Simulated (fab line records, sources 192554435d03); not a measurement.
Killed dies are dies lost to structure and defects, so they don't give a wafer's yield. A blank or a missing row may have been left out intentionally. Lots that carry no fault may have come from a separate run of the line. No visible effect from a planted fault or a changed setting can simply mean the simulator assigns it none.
Matching of chambers | flow n5_finfet | 4 sister chambers for N5_FIN_SAQP_MANDREL2_REMOVE_60 on rie_si-02
The step chemistry HBr/Cl2/O2, target a-Si, stops on SiNx, bt time 10 s. 14 wafers are shown with their chamber, then 7 later ones without.

## WAFERS, EACH WITH ITS CHAMBER
wafer  | chamber | throttle_valve_pct (%) | oes_product_au (a.u.)
L079.1 | 3       | 36.81                  | 0.990
L079.4 | 0       | 36.59                  | 1.014
L079.6 | 2       | 36.34                  | 1.001
L084.3 | 0       | 36.58                  | 1.008
L084.5 | 1       | 36.49                  | 1.023
L084.6 | 0       | 36.57                  | 1.013
L086.1 | 0       | 36.57                  | 1.022
L086.2 | 2       | 36.35                  | 0.999
L086.4 | 3       | 36.78                  | 0.992
L088.2 | 0       | 36.58                  | 1.016
L088.3 | 2       | 36.34                  | 1.002
L088.5 | 3       | 36.80                  | 0.995
L093.1 | 3       | 36.81                  | 0.987
L093.4 | 2       | 36.33                  | 1.002

SIGNATURES (means of the wafers above)
reading            | chamber 0 | chamber 1 | chamber 2 | chamber 3 | scatter within a chamber
throttle_valve_pct | 36.5780   | 36.4900   | 36.3400   | 36.8000   | 0.0104
oes_product_au     | 1.01460   | 1.02300   | 1.00100   | 0.99100   | 0.00378
Rule: for a wafer and a chamber, the distance is found by dividing, reading by reading, the gap between the wafer's reading and the chamber's mean by the reading's scatter, squaring, summing and taking the root. The wafer belongs to the nearest chamber; if the next one is less than 2 further off, it can't be placed. The scatter is the square root of a quotient: the sum, over the shown wafers, of each reading's squared deviation from its chamber's mean, divided by wafers minus chambers.

## WAFERS MISSING THEIR CHAMBER
wafer  | throttle_valve_pct (%) | oes_product_au (a.u.)
L093.5 | 36.79                  | 1.003
L094.2 | 36.46                  | 1.024
L094.3 | 36.80                  | 1.008
L094.4 | 36.60                  | 1.015
L097.1 | 36.33                  | 0.999
L097.4 | 36.47                  | 1.019
L097.5 | 36.60                  | 1.009

## THE CHAMBER EACH PASSED THROUGH
wafer  | from the rows above | in truth
L093.5 | 3                   | 3
L094.2 | 1                   | 1
L094.3 | 3                   | 3
L094.4 | 0                   | 0
L097.1 | 2                   | 2
L097.4 | 1                   | 1
L097.5 | 0                   | 0
Placed correctly: 7 of 7. From these rows, 0 cannot be placed. Wrongly placed: 0.
